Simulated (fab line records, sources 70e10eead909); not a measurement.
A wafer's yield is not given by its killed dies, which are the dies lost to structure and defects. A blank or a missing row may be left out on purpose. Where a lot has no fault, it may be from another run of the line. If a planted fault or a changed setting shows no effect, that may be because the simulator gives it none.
Chamber matching | flow nand_harc | 4 sister chambers for NHARC_P_GATE_DESCUM_31 on rie_diel-03
The step chemistry O2, time 3 s. 4 wafers are shown with their chamber, then 8 later ones without.

== WAFERS, EACH WITH ITS CHAMBER ==
wafer  | chamber | drypump_motor_current_A (A)
L080.3 | 1       | 5.5
L088.4 | 3       | 5.7
L088.5 | 2       | 5.1
L089.1 | 0       | 6.0

== WAFERS WHOSE CHAMBER IS MISSING ==
wafer  | drypump_motor_current_A (A)
L089.3 | 5.7
L089.6 | 5.5
L090.3 | 5.8
L090.4 | 5.1
L090.5 | 6.0
L096.3 | 5.5
L096.5 | 6.0
L096.6 | 5.5

== EACH ONE'S CHAMBER ==
wafer  | from the rows above | in truth
L089.3 | 3                   | 3
L089.6 | 1                   | 1
L090.3 | 3                   | 3
L090.4 | 2                   | 2
L090.5 | 0                   | 0
L096.3 | 1                   | 1
L096.5 | 0                   | 0
L096.6 | 1                   | 1
Correctly placed: 8 of 8. Not placeable from these rows: 0. Wrongly placed: 0.
How it was worked out, from the rows above alone: a wafer's distance from a chamber is the root of the sum, over the readings, of the square of ((its reading less the chamber's mean) divided by the reading's scatter). The wafer belongs to the nearest chamber; if the next one is less than 2 further off, it can't be placed. Each chamber's mean is taken over the wafers shown for it. The scatter: root of mean squared gap, hidden wafer to nearest shown wafer, with one shown wafer a chamber.
